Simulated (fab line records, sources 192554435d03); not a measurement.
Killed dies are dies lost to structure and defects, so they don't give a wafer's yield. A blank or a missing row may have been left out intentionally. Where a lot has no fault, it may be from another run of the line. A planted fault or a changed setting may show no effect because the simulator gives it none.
A lot that was struck, set against a sound lot ; flow n5 finfet ; 35 out of 1938 route steps
Sound: wafers L149.1, L149.3, L149.6. The struck wafers were L161.1, L161.2, L161.3. The cause is named last.
Order at every step that has rows: each side's tool, ch and its chambers, its first start. Under that, the readings that differ: sound wafers ; struck wafers ; difference of the means ; sigmas: that difference in standard deviations of wafers without a fault.
alike: a reading whose means differ by less than 2 such deviations, as well as words and numbers matching on both sides. not compared: withheld readings; readings where some wafer has no value; bounds like >300 that might hide an equal value; numbers whose values overlap and for which the record gives no deviation.
Wherever a step has rows on one side only, a row that says differs or no value, or a row with sigmas, the two part there. Numbers that have no deviation but don't overlap get no sigmas and don't part them. A reading that every wafer of one side lacks parts them only if that side has two wafers or more.

first, 11 steps without rows for these wafers: N5_BEOL_M12_DESCUM_33 (chemistry O2, time 7.9 s); N5_BEOL_M12_ETCH_67 (etches SiARC in CF4, target depth 143 nm, time 238.3 s); N5_BEOL_M12_ETCH_68 (etches SOC in N2/H2, time 285 s); N5_BEOL_M12_STRIP_69 (strips in N2/H2); N5_BEOL_M12_TRENCH_ETCH_34 (etches SiOC in C4F8/O2/Ar, target depth 318.95 nm, time 125.5 s); N5_BEOL_M12_STRIP_70 (strips in C4F8/O2/Ar); N5_BEOL_M12_STRIP_37 (strips in N2/H2); N5_BEOL_M12_ETCH_38 (etches SiCN in CF4/N2, target depth 68.7 nm, time 73.4 s); N5_BEOL_M12_PRECLEAN_39 (cleans in residue remover, time 60 s); N5_BEOL_M12_SRD_40 (time 30 s, dry time 30 s); N5_BEOL_M12_DEGAS_41 (time 60 s).
N5_BEOL_M12_PRE_CLEAN_42: time 30 s.
  sound on pvd sputter-03, day 12 07:32; struck on pvd sputter-03, day 15 19:40
  alike: heater power w
then, 22 steps without rows for these wafers: N5_BEOL_M12_SPUTTER_43 (material TaN, target thk 15 nm, time 24.19 s); N5_BEOL_M12_SPUTTER_44 (material Ta, target thk 10 nm, time 16.13 s); N5_BEOL_M12_SPUTTER_45 (material Cu, target thk 80 nm, time 13.33 s); N5_BEOL_M12_ECD_47 (material Cu, target thk 720 nm); N5_BEOL_M12_ANNEAL_48 (time 90 s); N5_BEOL_M12_CMP_49 (polishes, stops on SiOC, t overpolish 20.6 s, target thk 320 nm); N5_BEOL_M12_PRE_CLEAN_52 (time 15 s); N5_BEOL_M12_DEP_53 (deposits SiCN from 3MS/NH3, target thk 30 nm, time 10.5 s); N5_BEOL_M13_ILD_DEP_00 (deposits SiOC from DEMS/O2, target thk 837.92 nm, time 166.4 s); N5_BEOL_M13_COAT_58 (time 60 s, resist thk 89 nm); N5_BEOL_M13_COAT_04 (resist thk 400 nm); N5_BEOL_M13_EBR_06; N5_BEOL_M13_SOFTBAKE_05 (time 60 s); N5_BEOL_M13_EXPOSE_07 (exposes mask V12); N5_BEOL_M13_PEB_08 (peb time 90 s); N5_BEOL_M13_DEVELOP_09 (develop time 45 s); N5_BEOL_M13_HARDBAKE_14 (time 120 s); N5_BEOL_M13_DESCUM_15 (chemistry O2, time 7.9 s); N5_BEOL_M13_ETCH_59 (etches BARC in N2/H2, target depth 89 nm, overetch 26.7 nm, time 67.9 s); N5_BEOL_M13_VIA_ETCH_16 (etches SiOC in C4F8/O2/Ar, target depth 921.7 nm); N5_BEOL_M13_STRIP_63 (strips in N2/H2); N5_BEOL_M13_STRIP_64 (strips in N2/H2).
N5_PASSIVATION_PROBE_49:
  sound on prober-02, day 13 23:44; struck on prober-01, day 17 05:01
reading;sound;struck;difference;sigmas
defect limited yield (%);90.1 90.3 90.3;83.4 88.0 86.6;-4.2;-3
killed_at_M0_to_M3;47 51 58;28 31 36;-20;-2
killed_at_M4_up;24 12 18;108 59 61;+58;+12
killed dies;117 114 114;196 142 158;+50;+3
sort_bin_5_function (%);6.5 5.6 5.8;10.5 7.3 8.4;+2.8;+3
sort n pass;1063 1066 1066;984 1038 1022;-50;-3
  alike: killed at contacts, killed at front end, killed at other, killed open, killed short, sort_bin_4_leakage, sort_bin_6_memory, sort_bin_8_speed

## WHERE THEY PART
Only at N5_PASSIVATION_PROBE_49, as far as this record shows.

WHY: what had been put in by the simulator
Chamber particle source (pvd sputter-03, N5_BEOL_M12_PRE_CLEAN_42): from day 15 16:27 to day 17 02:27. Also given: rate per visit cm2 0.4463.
